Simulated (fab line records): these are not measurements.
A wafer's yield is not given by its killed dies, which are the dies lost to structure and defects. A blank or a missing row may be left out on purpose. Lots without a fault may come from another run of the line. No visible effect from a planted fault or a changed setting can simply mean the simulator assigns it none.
Which tool was responsible? :: flow n5_finfet :: 11 lots, 32 wafers sampled, at 5 steps of a route of 1938

WHAT THE GAUGES SHOWED, per wafer
The record lacks any reading of a measuring or inspecting step that a usual standard deviation could be used to judge.

WHAT TOOL EACH LOT RAN ON (gives the tool, then ch and the chambers of the sampled wafers, and finally the start)
lot: L996
N5_HKMG_FIN_STRIP_57: rie_diel-04 ch 2,3, day 4 08:01
N5_HKMG_FIN_ETCH_58: rie_diel-04 ch 2,3, day 4 08:02
N5_HKMG_FIN_STRIP_60: plasma_asher-02 ch 0,1, day 4 08:36
N5_HKMG_FIN_ALD_36: ald_metal-01 ch 0,3, day 4 09:52
N5_PASSIVATION_PROBE_49: -

lot: L999
N5_HKMG_FIN_STRIP_57: rie_diel-05 ch 0,2,3, day 5 00:20
N5_HKMG_FIN_ETCH_58: rie_diel-05 ch 0,2,3, day 5 00:21
N5_HKMG_FIN_STRIP_60: plasma_asher-01 ch 0,1, day 5 00:56
N5_HKMG_FIN_ALD_36: ald_metal-02 ch 0,1,3, day 5 02:17
N5_PASSIVATION_PROBE_49: prober-01, day 13 06:13

lot: L102
N5_HKMG_FIN_STRIP_57: rie_diel-04 ch 0,1, day 5 19:31
N5_HKMG_FIN_ETCH_58: rie_diel-04 ch 0,1, day 5 19:32
N5_HKMG_FIN_STRIP_60: plasma_asher-01 ch 0,1, day 5 20:14
N5_HKMG_FIN_ALD_36: ald_metal-03 ch 1,2,3, day 5 21:42
N5_PASSIVATION_PROBE_49: -

lot: L103
N5_HKMG_FIN_STRIP_57: rie_diel-05 ch 0,1,2, day 6 02:04
N5_HKMG_FIN_ETCH_58: rie_diel-05 ch 0,1,2, day 6 02:05
N5_HKMG_FIN_STRIP_60: plasma_asher-01 ch 0,1, day 6 02:42
N5_HKMG_FIN_ALD_36: ald_metal-01 ch 0,1,3, day 6 04:08
N5_PASSIVATION_PROBE_49: -

lot: L105
N5_HKMG_FIN_STRIP_57: rie_diel-03 ch 1,2,3, day 6 12:11
N5_HKMG_FIN_ETCH_58: rie_diel-03 ch 1,2,3, day 6 12:25
N5_HKMG_FIN_STRIP_60: plasma_asher-01 ch 0,1, day 6 12:54
N5_HKMG_FIN_ALD_36: ald_metal-03 ch 0,1,3, day 6 14:02
N5_PASSIVATION_PROBE_49: -

lot: L107
N5_HKMG_FIN_STRIP_57: rie_diel-03 ch 1,2,3, day 6 22:20
N5_HKMG_FIN_ETCH_58: rie_diel-03 ch 1,2,3, day 6 22:21
N5_HKMG_FIN_STRIP_60: plasma_asher-01 ch 0,1, day 6 22:56
N5_HKMG_FIN_ALD_36: ald_metal-02 ch 0,1,2, day 7 00:23
N5_PASSIVATION_PROBE_49: prober-02, day 15 03:25

lot: L109
N5_HKMG_FIN_STRIP_57: rie_diel-04 ch 0,3, day 7 15:47
N5_HKMG_FIN_ETCH_58: rie_diel-04 ch 0,3, day 7 15:48
N5_HKMG_FIN_STRIP_60: plasma_asher-01 ch 0,1, day 7 16:22
N5_HKMG_FIN_ALD_36: ald_metal-01 ch 1,2, day 7 17:47
N5_PASSIVATION_PROBE_49: prober-02, day 16 02:58

lot: L113
N5_HKMG_FIN_STRIP_57: rie_diel-05 ch 0,1,2, day 8 13:32
N5_HKMG_FIN_ETCH_58: rie_diel-05 ch 0,1,2, day 8 13:33
N5_HKMG_FIN_STRIP_60: plasma_asher-01 ch 0,1, day 8 14:07
N5_HKMG_FIN_ALD_36: ald_metal-02 ch 0,1,3, day 8 15:22
N5_PASSIVATION_PROBE_49: -

lot: L115
N5_HKMG_FIN_STRIP_57: rie_diel-03 ch 0,2, day 9 02:21
N5_HKMG_FIN_ETCH_58: rie_diel-03 ch 0,2, day 9 02:22
N5_HKMG_FIN_STRIP_60: plasma_asher-02 ch 0,1, day 9 03:04
N5_HKMG_FIN_ALD_36: ald_metal-02 ch 2,3, day 9 04:11
N5_PASSIVATION_PROBE_49: -

lot: L118
N5_HKMG_FIN_STRIP_57: rie_diel-04 ch 0,3, day 9 18:16
N5_HKMG_FIN_ETCH_58: rie_diel-04 ch 0,3, day 9 18:17
N5_HKMG_FIN_STRIP_60: plasma_asher-01 ch 0,1, day 9 18:52
N5_HKMG_FIN_ALD_36: ald_metal-03 ch 1,2, day 9 20:19
N5_PASSIVATION_PROBE_49: -

lot: L117
N5_HKMG_FIN_STRIP_57: rie_diel-05 ch 1,3, day 9 19:14
N5_HKMG_FIN_ETCH_58: rie_diel-05 ch 1,3, day 9 19:16
N5_HKMG_FIN_STRIP_60: plasma_asher-02 ch 0,1, day 9 19:58
N5_HKMG_FIN_ALD_36: ald_metal-03 ch 0,1,3, day 9 21:08
N5_PASSIVATION_PROBE_49: prober-01, day 18 06:13
- N5_HKMG_FIN_STRIP_57: strips in CF4.
- N5_HKMG_FIN_ETCH_58: etches SOC in N2/H2, target depth 215.8 nm, time 741 s.
- N5_HKMG_FIN_STRIP_60: strips in N2/H2, time 360 s.
- N5_HKMG_FIN_ALD_36: deposits TiN, target thk 1 nm, pulse time 1 s, purge time 3 s.
- N5_PASSIVATION_PROBE_49

AS READ BY THE TOOLS THEMSELVES (means over the sampled wafers that have a number; for cases with no such wafer, the mark the record gives instead)
N5_HKMG_FIN_STRIP_57. Usual: bias_power_w 74.99 W, standard deviation 0.23; drypump_motor_current_A 5.9 A, standard deviation 0.34; oes_product_au 0.77 a.u., standard deviation 0.069; rf_vpp_V 271.7 V, standard deviation 1.4; showerhead_plenum_p_Torr 1.82 Torr, standard deviation 0.049; throttle_valve_pct 13.64 %, standard deviation 0.29.
lot: L996
tool: rie_diel-04
bias_power_w (W): 74.59
drypump_motor_current_A (A): 6.1
oes_product_au (a.u.): 0.77
rf_vpp_V (V): 271.0
showerhead_plenum_p_Torr (Torr): 1.80
throttle_valve_pct (%): 13.88
flag: 

lot: L999
tool: rie_diel-05
bias_power_w (W): 74.97
drypump_motor_current_A (A): 5.6
oes_product_au (a.u.): 0.89
rf_vpp_V (V): 271.5
showerhead_plenum_p_Torr (Torr): 1.83
throttle_valve_pct (%): 13.29
flag: 

lot: L102
tool: rie_diel-04
bias_power_w (W): 75.20
drypump_motor_current_A (A): 6.3
oes_product_au (a.u.): 0.71
rf_vpp_V (V): 272.2
showerhead_plenum_p_Torr (Torr): 1.85
throttle_valve_pct (%): 13.79
flag: 

lot: L103
tool: rie_diel-05
bias_power_w (W): 74.99
drypump_motor_current_A (A): 5.6
oes_product_au (a.u.): 0.82
rf_vpp_V (V): 272.4
showerhead_plenum_p_Torr (Torr): 1.86
throttle_valve_pct (%): 13.41
flag: 

lot: L105
tool: rie_diel-03
bias_power_w (W): 75.01
drypump_motor_current_A (A): 5.6
oes_product_au (a.u.): 0.79
rf_vpp_V (V): 271.0
showerhead_plenum_p_Torr (Torr): 1.80
throttle_valve_pct (%): 13.44
flag: 

lot: L107
tool: rie_diel-03
bias_power_w (W): 74.89
drypump_motor_current_A (A): 5.6
oes_product_au (a.u.): 0.78
rf_vpp_V (V): 271.3
showerhead_plenum_p_Torr (Torr): 1.80
throttle_valve_pct (%): 13.44
flag: 

lot: L109
tool: rie_diel-04
bias_power_w (W): 74.85
drypump_motor_current_A (A): 6.3
oes_product_au (a.u.): 0.72
rf_vpp_V (V): 273.0
showerhead_plenum_p_Torr (Torr): 1.83
throttle_valve_pct (%): 13.80
flag: 

lot: L113
tool: rie_diel-05
bias_power_w (W): 74.96
drypump_motor_current_A (A): 5.5
oes_product_au (a.u.): 0.79
rf_vpp_V (V): 271.9
showerhead_plenum_p_Torr (Torr): 1.85
throttle_valve_pct (%): 13.46
flag: 

lot: L115
tool: rie_diel-03
bias_power_w (W): 75.20
drypump_motor_current_A (A): 5.7
oes_product_au (a.u.): 0.77
rf_vpp_V (V): 273.2
showerhead_plenum_p_Torr (Torr): 1.86
throttle_valve_pct (%): 13.59
flag: 

lot: L118
tool: rie_diel-04
bias_power_w (W): 75.09
drypump_motor_current_A (A): 6.3
oes_product_au (a.u.): 0.72
rf_vpp_V (V): 271.6
showerhead_plenum_p_Torr (Torr): 1.81
throttle_valve_pct (%): 13.89
flag: 

lot: L117
tool: rie_diel-05
bias_power_w (W): 75.07
drypump_motor_current_A (A): 5.6
oes_product_au (a.u.): 0.73
rf_vpp_V (V): 271.5
showerhead_plenum_p_Torr (Torr): 1.82
throttle_valve_pct (%): 13.64
flag: 

N5_HKMG_FIN_ETCH_58. Usual: drypump_motor_current_A 5.9 A, standard deviation 0.34; oes_product_au 0.78 a.u., standard deviation 0.076; rf_vpp_V 99.3 V, standard deviation 0.85; showerhead_plenum_p_Torr 2.58 Torr, standard deviation 0.075; throttle_valve_pct 17.83 %, standard deviation 0.3.
lot: L996
tool: rie_diel-04
drypump_motor_current_A (A): 6.2
oes_product_au (a.u.): 0.77
rf_vpp_V (V): 99.2
showerhead_plenum_p_Torr (Torr): 2.56
throttle_valve_pct (%): 18.17
flag: 

lot: L999
tool: rie_diel-05
drypump_motor_current_A (A): 5.7
oes_product_au (a.u.): 0.92
rf_vpp_V (V): 99.0
showerhead_plenum_p_Torr (Torr): 2.59
throttle_valve_pct (%): 17.48
flag: 

lot: L102
tool: rie_diel-04
drypump_motor_current_A (A): 6.4
oes_product_au (a.u.): 0.71
rf_vpp_V (V): 98.9
showerhead_plenum_p_Torr (Torr): 2.63
throttle_valve_pct (%): 17.92
flag: 

lot: L103
tool: rie_diel-05
drypump_motor_current_A (A): 5.6
oes_product_au (a.u.): 0.83
rf_vpp_V (V): 100.1
showerhead_plenum_p_Torr (Torr): 2.64
throttle_valve_pct (%): 17.63
flag: 

lot: L105
tool: rie_diel-03
drypump_motor_current_A (A): 5.6
oes_product_au (a.u.): 0.80
rf_vpp_V (V): 99.1
showerhead_plenum_p_Torr (Torr): 2.56
throttle_valve_pct (%): 17.62
flag: 

lot: L107
tool: rie_diel-03
drypump_motor_current_A (A): 5.6
oes_product_au (a.u.): 0.80
rf_vpp_V (V): 99.4
showerhead_plenum_p_Torr (Torr): 2.56
throttle_valve_pct (%): 17.63
flag: 

lot: L109
tool: rie_diel-04
drypump_motor_current_A (A): 6.3
oes_product_au (a.u.): 0.72
rf_vpp_V (V): 99.5
showerhead_plenum_p_Torr (Torr): 2.59
throttle_valve_pct (%): 17.96
flag: 

lot: L113
tool: rie_diel-05
drypump_motor_current_A (A): 5.6
oes_product_au (a.u.): 0.80
rf_vpp_V (V): 99.7
showerhead_plenum_p_Torr (Torr): 2.64
throttle_valve_pct (%): 17.65
flag: 

lot: L115
tool: rie_diel-03
drypump_motor_current_A (A): 5.7
oes_product_au (a.u.): 0.78
rf_vpp_V (V): 100.1
showerhead_plenum_p_Torr (Torr): 2.65
throttle_valve_pct (%): 17.75
flag: 

lot: L118
tool: rie_diel-04
drypump_motor_current_A (A): 6.3
oes_product_au (a.u.): 0.73
rf_vpp_V (V): 99.3
showerhead_plenum_p_Torr (Torr): 2.56
throttle_valve_pct (%): 18.04
flag: 

lot: L117
tool: rie_diel-05
drypump_motor_current_A (A): 5.6
oes_product_au (a.u.): 0.75
rf_vpp_V (V): 99.5
showerhead_plenum_p_Torr (Torr): 2.58
throttle_valve_pct (%): 17.84
flag: 

N5_HKMG_FIN_STRIP_60. Usual: drypump_motor_current_A 5.66 A, standard deviation 0.22; heater_power_w 485 W, standard deviation 35; temp_c 300.00 C, standard deviation 0.21.
lot: L996
tool: plasma_asher-02
drypump_motor_current_A (A): 5.52
heater_power_w (W): 462
temp_c (C): 299.92
flag: 

lot: L999
tool: plasma_asher-01
drypump_motor_current_A (A): 5.81
heater_power_w (W): 488
temp_c (C): 300.11
flag: 

lot: L102
tool: plasma_asher-01
drypump_motor_current_A (A): 5.78
heater_power_w (W): 486
temp_c (C): 299.84
flag: 

lot: L103
tool: plasma_asher-01
drypump_motor_current_A (A): 5.80
heater_power_w (W): 492
temp_c (C): 300.20
flag: 

lot: L105
tool: plasma_asher-01
drypump_motor_current_A (A): 5.77
heater_power_w (W): 484
temp_c (C): 299.81
flag: 

lot: L107
tool: plasma_asher-01
drypump_motor_current_A (A): 5.76
heater_power_w (W): 485
temp_c (C): 299.89
flag: 

lot: L109
tool: plasma_asher-01
drypump_motor_current_A (A): 5.78
heater_power_w (W): 482
temp_c (C): 299.96
flag: 

lot: L113
tool: plasma_asher-01
drypump_motor_current_A (A): 5.80
heater_power_w (W): 494
temp_c (C): 300.10
flag: 

lot: L115
tool: plasma_asher-02
drypump_motor_current_A (A): 5.46
heater_power_w (W): 488
temp_c (C): 300.13
flag: 

lot: L118
tool: plasma_asher-01
drypump_motor_current_A (A): 5.81
heater_power_w (W): 492
temp_c (C): 299.84
flag: 

lot: L117
tool: plasma_asher-02
drypump_motor_current_A (A): 5.53
heater_power_w (W): 469
temp_c (C): 299.93
flag: 

N5_HKMG_FIN_ALD_36. Usual: chamber_pressure_Torr 3.002 Torr, standard deviation 0.0061; heater_power_w 877 W, standard deviation 48; precursor_pulse_height_rel 1.000, standard deviation 0.019.
lot: L996
tool: ald_metal-01
chamber_pressure_Torr (Torr): 3.001
heater_power_w (W): 887
precursor_pulse_height_rel: 0.997
flag: 

lot: L999
tool: ald_metal-02
chamber_pressure_Torr (Torr): 3.009
heater_power_w (W): 901
precursor_pulse_height_rel: 0.996
flag: 

lot: L102
tool: ald_metal-03
chamber_pressure_Torr (Torr): 2.998
heater_power_w (W): 855
precursor_pulse_height_rel: 1.005
flag: 

lot: L103
tool: ald_metal-01
chamber_pressure_Torr (Torr): 3.006
heater_power_w (W): 876
precursor_pulse_height_rel: 0.990
flag: 

lot: L105
tool: ald_metal-03
chamber_pressure_Torr (Torr): 2.998
heater_power_w (W): 881
precursor_pulse_height_rel: 1.002
flag: 

lot: L107
tool: ald_metal-02
chamber_pressure_Torr (Torr): 3.002
heater_power_w (W): 899
precursor_pulse_height_rel: 0.987
flag: 

lot: L109
tool: ald_metal-01
chamber_pressure_Torr (Torr): 3.006
heater_power_w (W): 861
precursor_pulse_height_rel: 0.993
flag: 

lot: L113
tool: ald_metal-02
chamber_pressure_Torr (Torr): 3.006
heater_power_w (W): 914
precursor_pulse_height_rel: 0.989
flag: 

lot: L115
tool: ald_metal-02
chamber_pressure_Torr (Torr): 3.001
heater_power_w (W): 869
precursor_pulse_height_rel: 1.002
flag: 

lot: L118
tool: ald_metal-03
chamber_pressure_Torr (Torr): 2.998
heater_power_w (W): 882
precursor_pulse_height_rel: 1.006
flag: 

lot: L117
tool: ald_metal-03
chamber_pressure_Torr (Torr): 3.001
heater_power_w (W): 879
precursor_pulse_height_rel: 1.022
flag: 

N5_PASSIVATION_PROBE_49. Usual: killed_at_M0_to_M3 35, standard deviation 11; killed_at_M4_up 14, standard deviation 5.4; killed_at_contacts 12, standard deviation 6.2; killed_at_front_end 38, standard deviation 11; killed_at_other 4.1, standard deviation 2.8; killed_dies 103, standard deviation 17; killed_open 66, standard deviation 13; killed_short 34, standard deviation 8.2.
lot: L999
tool: prober-01
killed_at_M0_to_M3: 31
killed_at_M4_up: 10
killed_at_contacts: 8
killed_at_front_end: 35
killed_at_other: 5.0
killed_dies: 89
killed_open: 63
killed_short: 22
flag: 

lot: L107
tool: prober-02
killed_at_M0_to_M3: 49
killed_at_M4_up: 19
killed_at_contacts: 15
killed_at_front_end: 32
killed_at_other: 3.0
killed_dies: 118
killed_open: 68
killed_short: 49
flag: 

lot: L109
tool: prober-02
killed_at_M0_to_M3: 40
killed_at_M4_up: 17
killed_at_contacts: 10
killed_at_front_end: 46
killed_at_other: 6.0
killed_dies: 118
killed_open: 83
killed_short: 34
flag: 

lot: L117
tool: prober-01
killed_at_M0_to_M3: 46
killed_at_M4_up: 18
killed_at_contacts: 6
killed_at_front_end: 28
killed_at_other: 4.0
killed_dies: 103
killed_open: 68
killed_short: 33
flag: 

THE ANSWER, worked out from the rows above alone
Rule: a lot is off if the mean of its wafers that have a number lies more than 3 standard deviations from the usual mean. Also off: a lot with no number at a reading for which 4 or more lots have one. All remaining lots with rows at the step are treated as sound. After the gauges, taken in route order, come the tools' own readings; for these a lot's mean is taken, as printed above. The first step at which some lot is off is used, and at that step the reading that is off furthest; a lot without a number counts as furthest.
Nothing can be told from this: no lot is off at any reading shown.

WHAT THE SIMULATOR HAD INSERTED
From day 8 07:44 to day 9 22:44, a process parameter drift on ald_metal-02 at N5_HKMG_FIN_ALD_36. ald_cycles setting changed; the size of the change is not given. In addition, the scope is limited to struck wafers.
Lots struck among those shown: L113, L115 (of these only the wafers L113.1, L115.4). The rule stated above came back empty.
